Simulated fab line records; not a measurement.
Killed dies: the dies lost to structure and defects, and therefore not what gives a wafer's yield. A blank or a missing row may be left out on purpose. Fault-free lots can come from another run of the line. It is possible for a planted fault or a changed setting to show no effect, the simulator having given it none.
fab line records -- flow n5_finfet
record lots=9, wafers=26, last_day=21
route steps=1938 shown SDB@368 BEOL_M4@1111 PASSIVATION@1936
lots that met no fault: from a run of the same line without faults
start_h: start of the lot's first displayed wafer, in hours after the record's first day -- wait_h: how many hours have passed since the lot's step before this one -- " unchanged from the row above -- L1.1+2: several wafers, shown together as one row -- - no value, or no start given -- * or withheld: withheld -- < > ~ a bound
route shown NAME@n: names a module that has steps shown in the file, with the first one's number in the route -- usual: average and standard deviation across the fault-free wafers -- same: alike in all rows -- chamber/n: place in a boat -- sites: the reading at each site -- _std_site: the standard deviation of these -- _edge_site: mean of outer sites minus mean of inner sites -- radius_mm: for every site, how far away it sits from the centre of the wafer -- mask NAME#n: copy n -- behind: tool/chamber where the wafer was last shaped -- hold: why the lot went on hold/how many hours it stayed there/how the hold came to an end -- device: names the non-switching transistor (n, p or np) -- end of line: tests of these same wafers at the route's end -- a step with no rows: only its recipe -- killed: at the first sort, the dies lost to defects and structure; wafer yield is something else -- map: a wafer's dies, marking killed ones x, the rest . and places with no die _
set.NAME: the run value of the setting; set.NAME@STEP: its run value at that earlier step -- model.NAME: the simulator's own value behind a step, which no gauge read
the route's steps for a sample of lots (tables are steps, rows are wafers)
services: from which hour (start_h, from the record's first day; less than 0 if before it) a tool's chamber was out of use, for how many hours, and why
## steps
# step N5_SDB_ETCH_25
# recipe chemistry=C4F6/O2, target=SiO2, target_depth_a=100, time_s=3.3, ion_energy_ev=250, mask_material=SiNx, pressure_mtorr=30, source_w=345, bias_w=185, Ar_flow_sccm=300, C4F6_flow_sccm=10, O2_flow_sccm=10
# usual bias_w=185.0/0.52, chamber_pressure_mTorr=29.995/0.028, drypump_motor_current_A=5.98/0.24, oes_product_au=0.78/0.063, rf_vpp_V=664/13, showerhead_plenum_p_Torr=2.79/0.065, throttle_valve_pct=21.21/0.17
lot.wafer,tool,chamber,start_h,wait_h,bias_w,chamber_pressure_mTorr,drypump_motor_current_A,oes_product_au,rf_hours_counter_h,rf_vpp_V,showerhead_plenum_p_Torr,throttle_valve_pct
L185.2,rie_diel-04,0,76.35,0.2,184.1,30.003,6.02,0.71,190,652,2.75,21.20
L185.5,rie_diel-04,1,76.35,0.2,185.0,29.963,6.04,0.81,-,660,2.75,21.22
L185.6,rie_diel-04,0,76.35,0.2,184.1,29.974,6.01,0.71,-,650,2.75,21.22
L186.2,rie_diel-04,0,81.19,0.1,184.9,29.999,5.97,0.72,191,651,2.75,21.22
L186.4,rie_diel-04,2,81.19,0.1,184.6,29.986,5.77,0.72,206,672,2.81,21.44
L186.6,rie_diel-04,2,81.19,0.1,185.3,29.982,5.79,0.73,-,674,2.81,21.43
L191.2,rie_diel-03,3,109.64,0.7,185.0,29.960,5.89,0.74,193,685,2.84,21.05
L191.4,rie_diel-03,1,109.64,0.7,185.0,29.980,5.96,0.74,133,667,2.70,21.29
L191.6,rie_diel-03,3,109.64,0.7,184.6,30.028,5.86,0.74,-,685,2.84,21.07
L195.2,rie_diel-03,1,132.93,0.0,185.3,29.974,5.91,0.73,142,667,2.70,21.29
L195.4,rie_diel-03,2,132.93,0.0,185.1,30.005,6.06,0.78,93,652,2.77,21.21
L195.5,rie_diel-03,1,132.93,0.0,185.9,29.984,5.92,0.73,-,667,2.70,21.29
L196.1,rie_diel-02,2,140.25,0.1,185.2,30.011,6.17,0.78,148,673,2.75,20.99
L196.2,rie_diel-02,0,140.25,0.1,184.8,30.001,6.28,0.87,39,645,2.78,21.00
L196.4,rie_diel-02,1,140.25,0.1,185.8,29.994,6.30,0.68,247,683,2.71,21.55
L198.3,rie_diel-03,2,149.75,0.0,184.7,29.978,6.06,0.78,97,652,2.77,21.23
L198.5,rie_diel-03,1,149.75,0.0,185.2,29.940,5.93,0.74,-,668,2.69,21.30
L200.1,rie_diel-02,3,163.11,0.1,185.3,29.951,6.11,0.94,17,669,2.93,20.93
L200.2,rie_diel-02,0,163.11,0.1,185.1,29.942,6.29,0.84,48,645,2.77,21.02
L200.4,rie_diel-02,3,163.11,0.1,184.5,30.030,6.11,0.93,-,668,2.93,20.93
L203.3,rie_diel-03,1,178.10,0.1,184.0,29.989,5.92,0.72,155,665,2.69,21.33
L203.4,rie_diel-03,0,178.10,0.1,185.5,30.016,5.47,0.76,152,662,2.83,21.40
L203.6,rie_diel-03,3,178.10,0.1,184.7,30.002,5.90,0.73,-,686,2.83,21.07
L207.1,rie_diel-02,0,205.55,0.0,184.8,30.002,6.28,0.83,62,644,2.77,21.05
L207.4,rie_diel-02,1,205.55,0.0,185.2,29.977,6.29,0.93,11,692,3.05,21.12
L207.5,rie_diel-02,0,205.55,0.0,184.8,29.991,6.29,0.82,-,643,2.77,21.04
# step N5_SDB_CUT_ETCH_26
# recipe chemistry=HBr/Cl2/O2, target=Si, target_depth_a=1296, bt_time_s=20, mask_material=SiNx, time_s=51.8, ion_energy_ev=*, bias_w=*, pressure_mtorr=10, icp_w=800, HBr_flow_sccm=150, Cl2_flow_sccm=80, O2_flow_sccm=12
# usual bias_w=*, chamber_pressure_mTorr=10.001/0.0091, drypump_motor_current_A=5.7/0.38, oes_product_au=0.997/0.014, throttle_valve_pct=37.1/0.37
lot.wafer,tool,chamber,start_h,wait_h,bias_w,chamber_pressure_mTorr,drypump_motor_current_A,oes_product_au,rf_hours_counter_h,throttle_valve_pct
L185.2,rie_si-02,3,76.44,0.1,*,9.996,5.3,0.990,115,36.7
L185.5,rie_si-02,1,76.44,0.1,*,10.017,5.7,1.012,-,37.3
L185.6,rie_si-02,0,76.44,0.1,*,9.998,6.0,1.000,-,37.0
L186.2,rie_si-04,0,81.28,0.1,*,10.010,5.7,0.991,35,36.9
L186.4,rie_si-04,1,81.28,0.1,*,9.999,5.8,1.009,57,37.2
L186.6,rie_si-04,2,81.28,0.1,*,9.994,5.5,0.998,-,36.9
L191.2,rie_si-02,2,109.73,0.1,*,10.007,5.6,0.985,131,36.9
L191.4,rie_si-02,3,109.73,0.1,*,10.006,5.3,0.997,116,36.7
L191.6,rie_si-02,0,109.73,0.1,*,10.009,6.0,1.001,-,37.0
L195.2,rie_si-02,2,133.02,0.1,*,9.998,5.6,0.971,132,36.9
L195.4,rie_si-02,1,133.02,0.1,*,10.004,5.7,1.013,76,37.3
L195.5,rie_si-02,0,133.02,0.1,*,10.009,6.0,0.999,-,37.0
L196.1,rie_si-02,2,140.34,0.1,*,10.003,5.6,0.972,132,36.9
L196.2,rie_si-02,0,140.34,0.1,*,9.995,6.0,1.009,116,37.0
L196.4,rie_si-02,3,140.34,0.1,*,10.009,5.3,0.992,117,36.7
L198.3,rie_si-02,1,149.83,0.1,*,10.000,5.7,1.015,77,37.3
L198.5,rie_si-02,2,149.83,0.1,*,10.015,5.6,0.974,-,36.9
L200.1,rie_si-04,1,163.20,0.1,*,10.004,5.8,1.006,58,37.2
L200.2,rie_si-04,3,163.20,0.1,*,10.013,6.1,0.986,10,37.5
L200.4,rie_si-04,0,163.20,0.1,*,10.005,5.7,0.985,36,36.9
L203.3,rie_si-05,2,178.18,0.1,*,10.005,6.7,0.985,10,36.8
L203.4,rie_si-05,3,178.18,0.1,*,9.990,4.9,0.978,1,38.0
L203.6,rie_si-05,1,178.18,0.1,*,10.001,5.7,0.993,-,36.7
L207.1,rie_si-02,1,205.64,0.1,*,10.014,5.7,1.016,78,37.3
L207.4,rie_si-02,2,205.64,0.1,*,9.990,5.6,0.978,134,36.9
L207.5,rie_si-02,2,205.64,0.1,*,9.995,5.6,0.982,-,36.9
# step N5_SDB_CMP_30
# recipe stop_on=poly-Si, t_overpolish_s=1.54, post_cmp_clean=alkaline_brush, down_force_psi=4.1491, platen_rpm=51.796, pad_velocity_m_s=1.0306, target_thk_nm=30
# usual motor_current_A=12.6/1
lot.wafer,tool,chamber,start_h,wait_h,motor_current_A
L185.2,cmp-04,3,79.43,1.5,13.5
L185.5,cmp-04,1,79.43,1.5,13.5
L185.6,cmp-04,2,79.43,1.5,11.4
L186.4,cmp-04,2,84.20,1.4,10.9
L186.2,cmp-04,3,84.20,1.4,13.6
L186.6,cmp-04,2,84.20,1.4,10.5
L191.4,cmp-03,2,112.72,1.5,14.1
L191.2,cmp-03,3,112.72,1.5,12.3
L191.6,cmp-03,0,112.72,1.5,12.1
L195.4,cmp-03,0,136.04,1.5,12.7
L195.2,cmp-03,1,136.04,1.5,12.1
L195.5,cmp-03,2,136.04,1.5,13.2
L196.4,cmp-03,3,143.30,1.4,12.8
L196.2,cmp-03,0,143.30,1.4,12.9
L196.1,cmp-03,1,143.30,1.4,12.5
L198.3,cmp-01,3,152.95,1.6,14.2
L198.5,cmp-01,0,152.95,1.6,11.7
L200.1,cmp-04,1,166.15,1.4,12.9
L200.2,cmp-04,2,166.15,1.4,11.5
L200.4,cmp-04,3,166.15,1.4,12.9
L203.4,cmp-04,2,182.11,1.5,11.3
L203.3,cmp-04,3,182.11,1.5,12.8
L203.6,cmp-04,0,182.11,1.5,11.8
L207.4,cmp-03,2,208.63,1.5,13.7
L207.1,cmp-03,3,208.63,1.5,12.6
L207.5,cmp-03,0,208.63,1.5,12.8
# step N5_SDB_INSPECT_36
# recipe inspect_instrument=darkfield, mode=post_cmp
# usual raw_defect_count=39/19
lot.wafer,tool,chamber,start_h,wait_h,raw_defect_count
L185.2,defect_inspect-01,-,79.68,0.0,51
L185.5,defect_inspect-01,-,79.68,0.0,38
L185.6,defect_inspect-01,-,79.68,0.0,31
L186.2,defect_inspect-02,-,84.52,0.0,22
L186.4,defect_inspect-02,-,84.52,0.0,39
L186.6,defect_inspect-02,-,84.52,0.0,30
L191.2,defect_inspect-01,-,112.96,0.0,15
L191.4,defect_inspect-01,-,112.96,0.0,26
L191.6,defect_inspect-01,-,112.96,0.0,23
L195.2,defect_inspect-01,-,136.29,0.0,32
L195.4,defect_inspect-01,-,136.29,0.0,26
L195.5,defect_inspect-01,-,136.29,0.0,32
L196.1,defect_inspect-02,-,143.58,0.0,62
L196.2,defect_inspect-02,-,143.58,0.0,81
L196.4,defect_inspect-02,-,143.58,0.0,17
L198.3,defect_inspect-02,-,153.27,0.0,67
L198.5,defect_inspect-02,-,153.27,0.0,42
L200.1,defect_inspect-01,-,166.44,0.0,15
L200.2,defect_inspect-01,-,166.44,0.0,27
L200.4,defect_inspect-01,-,166.44,0.0,31
L203.3,defect_inspect-01,-,182.36,0.0,13
L203.4,defect_inspect-01,-,182.36,0.0,15
L203.6,defect_inspect-01,-,182.36,0.0,24
L207.1,defect_inspect-02,-,208.87,0.0,28
L207.4,defect_inspect-02,-,208.87,0.0,13
L207.5,defect_inspect-02,-,208.87,0.0,27
# step N5_BEOL_M4_RC_MEAS_101
# usual DIBL_N=36.3/1.9, DIBL_P=36.6/2.4, IOFF_N=0.17/0.037, IOFF_P=0.23/0.04, ION_N=682/14, ION_P=468/8.6, SS_N=71.6/0.67, SS_P=73.4/0.71, VT_N=248/3.3, VT_P=-248.9/2.9
lot.wafer,tool,chamber,start_h,wait_h,DIBL_N[mV/V],DIBL_P[mV/V],IOFF_N[nA/um],IOFF_P[nA/um],ION_N[uA/um],ION_P[uA/um],SS_N[mV/dec],SS_P[mV/dec],VT_N[mV],VT_P[mV]
L186.2,prober-02,0,193.74,0.2,38.4,39.9,0.23,0.31,712,486,71.0,73.5,242,-240.0
L186.4,prober-02,0,193.74,0.2,35.0,36.2,0.15,0.23,681,475,71.3,73.2,248,-247.9
L186.6,prober-02,0,193.74,0.2,38.3,40.1,0.21,0.29,688,474,72.5,74.1,246,-244.0
L185.2,prober-02,0,213.27,0.2,36.9,37.1,0.17,0.23,666,460,72.4,73.1,251,-250.3
L185.5,prober-02,0,213.27,0.2,39.7,39.7,0.26,0.29,687,468,72.9,74.1,242,-244.7
L185.6,prober-02,0,213.27,0.2,34.5,34.6,0.13,0.19,652,454,70.9,72.6,254,-249.8
L191.2,prober-01,0,232.16,0.2,36.6,38.8,0.17,0.26,672,461,72.5,73.7,247,-247.8
L191.4,prober-01,0,232.16,0.2,36.2,39.4,0.18,0.27,678,467,72.5,74.5,245,-245.6
L191.6,prober-01,0,232.16,0.2,35.3,37.3,0.16,0.23,668,466,71.7,73.5,248,-249.6
L195.2,prober-02,0,275.14,0.2,33.7,34.2,0.13,0.19,677,461,70.7,73.3,251,-250.4
L195.4,prober-02,0,275.14,0.2,35.0,35.3,0.15,0.21,675,466,71.3,73.5,250,-251.8
L195.5,prober-02,0,275.14,0.2,33.2,33.7,0.14,0.19,691,471,71.0,72.5,248,-250.7
L196.1,prober-02,0,277.98,0.0,37.4,36.6,0.16,0.20,685,459,71.6,72.4,248,-250.5
L196.2,prober-02,0,277.98,0.0,37.4,37.6,0.16,0.21,696,471,71.8,73.2,249,-248.8
L196.4,prober-02,0,277.98,0.0,35.4,35.2,0.13,0.19,676,466,71.3,72.6,251,-250.7
L198.3,prober-02,0,294.06,0.3,36.3,37.2,0.18,0.20,693,471,70.9,74.6,245,-252.2
L198.5,prober-02,0,294.06,0.3,35.1,35.8,0.15,0.18,676,455,71.2,73.4,251,-253.6
L200.1,prober-01,0,295.69,0.0,37.4,38.4,0.19,0.25,677,463,71.4,74.8,246,-245.6
L200.2,prober-01,0,295.69,0.0,38.9,39.7,0.24,0.29,692,469,72.0,74.4,243,-246.7
L200.4,prober-01,0,295.69,0.0,36.1,36.4,0.17,0.22,676,465,71.7,73.8,249,-247.4
L203.3,prober-01,0,352.17,0.3,37.1,35.5,0.17,0.25,677,473,72.8,73.9,250,-244.3
L203.4,prober-01,0,352.17,0.3,36.6,34.8,0.16,0.24,701,484,72.0,74.0,245,-246.2
L203.6,prober-01,0,352.17,0.3,38.4,37.9,0.21,0.29,707,489,72.0,74.2,246,-245.7
L207.1,prober-02,0,375.51,0.0,34.3,33.4,0.14,0.17,669,459,71.1,72.8,250,-252.5
L207.4,prober-02,0,375.51,0.0,34.5,34.6,0.14,0.18,678,469,70.5,73.0,250,-248.1
L207.5,prober-02,0,375.51,0.0,34.6,34.5,0.14,0.18,672,456,71.4,72.8,250,-248.1
# step N5_PASSIVATION_PROBE_49
# usual defect_limited_yield=91.2/1.5, killed_at_M0_to_M3=35/12, killed_at_M4_up=14/5.1, killed_at_contacts=13/6, killed_at_front_end=38/12, killed_at_other=4/3.5, killed_dies=104/18, killed_open=68/13, killed_short=33/8.1, sort_bin_5_function=5.2/1, sort_bin_6_memory=3.2/0.69, sort_bin_8_speed=0.01/0.051, sort_n_pass=1076/18, sort_yield_pct=91.2/1.5
# same gross_dies=1180, killed_at_back_side=0, sort_bin_4_leakage[%]=0
lot.wafer,tool,chamber,start_h,wait_h,defect_limited_yield[%],killed_at_M0_to_M3,killed_at_M4_up,killed_at_contacts,killed_at_front_end,killed_at_other,killed_dies,killed_open,killed_short,sort_bin_5_function[%],sort_bin_6_memory[%],sort_bin_8_speed[%],sort_n_pass,sort_yield_pct[%]
L191.2,prober-01,-,343.15,0.1,91.4,29,15,10,45,3,102,61,38,5.4,3.0,0,1078,91.4
L191.4,prober-01,-,343.25,0.2,93.3,23,14,15,23,4,79,48,31,4.4,1.8,0,1101,93.3
L191.6,prober-01,-,343.35,0.3,88.1,39,13,7,80,1,140,95,42,7.4,4.2,0,1040,88.1
# killed by level:class
L191.2 MOL_CONTACT_COAG:geometric_particle:open=9 DUMMY_GATE:geometric_particle:open=7 BEOL_M0_SAQP:geometric_particle:short=7 FIN_SAQP:geometric_particle:open=6 FIN_SAQP:geometric_particle:short=6 BEOL_M0_SAQP:geometric_particle:open=6 STI_FIN_REVEAL:geometric_particle:open=5 GATE_CUT:geometric_particle:short=5
L191.4 MOL_CONTACT_COAG:geometric_particle:open=12 BEOL_M0_SAQP:geometric_particle:open=6 BEOL_M2:geometric_particle:open=6 FIN_SAQP:geometric_particle:short=5 BEOL_M4:geometric_particle:open=5 GATE_CUT:geometric_particle:short=4 GATE_CUT:geometric_particle:open=3 MOL_CONTACT_COAG:geometric_particle:short=3
L191.6 STI_FIN_REVEAL:geometric_particle:open=26 FIN_SAQP:geometric_particle:open=14 FIN_SAQP:geometric_particle:short=12 BEOL_M0_SAQP:geometric_particle:open=9 BEOL_M1:geometric_particle:open=9 STI_FIN_REVEAL:geometric_particle:short=8 MOL_CONTACT_COAG:geometric_particle:open=6 DUMMY_GATE:geometric_particle:open=5
## services
tool,chamber,start_h,hours,kind
cmp-04,-,67.68,4.4,pm
rie_diel-03,-,83.71,14.6,pm
rie_si-05,2,84.23,6.8,repair
cmp-03,-,85.25,2.9,repair
cmp-04,-,93.80,2.2,repair
rie_diel-04,2,100.26,10.0,repair
cmp-01,-,100.59,5.8,pm
rie_diel-03,1,100.86,6.7,repair
rie_diel-02,3,102.85,-,clean
rie_diel-02,3,102.85,-,consumable_replace:focus_ring
rie_diel-02,3,102.85,13.7,scheduled_down
rie_diel-02,3,102.85,13.7,vent_cycle
rie_si-05,-,127.15,28.1,pm
cmp-01,-,132.35,4.0,pm
rie_diel-02,1,151.07,-,clean
rie_diel-02,1,151.07,-,consumable_replace:focus_ring
rie_diel-02,1,151.07,-,consumable_replace:showerhead
rie_si-05,1,169.23,8.1,repair
rie_si-04,-,169.70,0.4,repair
rie_si-05,-,176.69,0.3,repair
cmp-03,-,180.30,8.3,pm
rie_diel-04,1,184.51,1.2,repair
cmp-03,-,206.50,1.0,repair
cmp-04,-,206.69,4.0,pm
## key
first_sign step=N5_SDB_CUT_ETCH_26, reading=bias_w, direction=up, sigmas=99+, usual=*, struck=*
effect none on later readings
met_at N5_SDB_CUT_ETCH_26
struck_lots L195,L196
struck_wafers L195.5,L196.2
not_acting_at N5_SDB_ETCH_25,N5_SDB_CMP_30,N5_SDB_INSPECT_36
onset_between 109.73 133.02
fault kind=process_parameter_drift, tool=rie_si-02, chamber=0, onset_h=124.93, steps=N5_SDB_CUT_ETCH_26, channel=bias_w, offset=*, shape=step, end_h=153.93, acts_in=*, stated=*
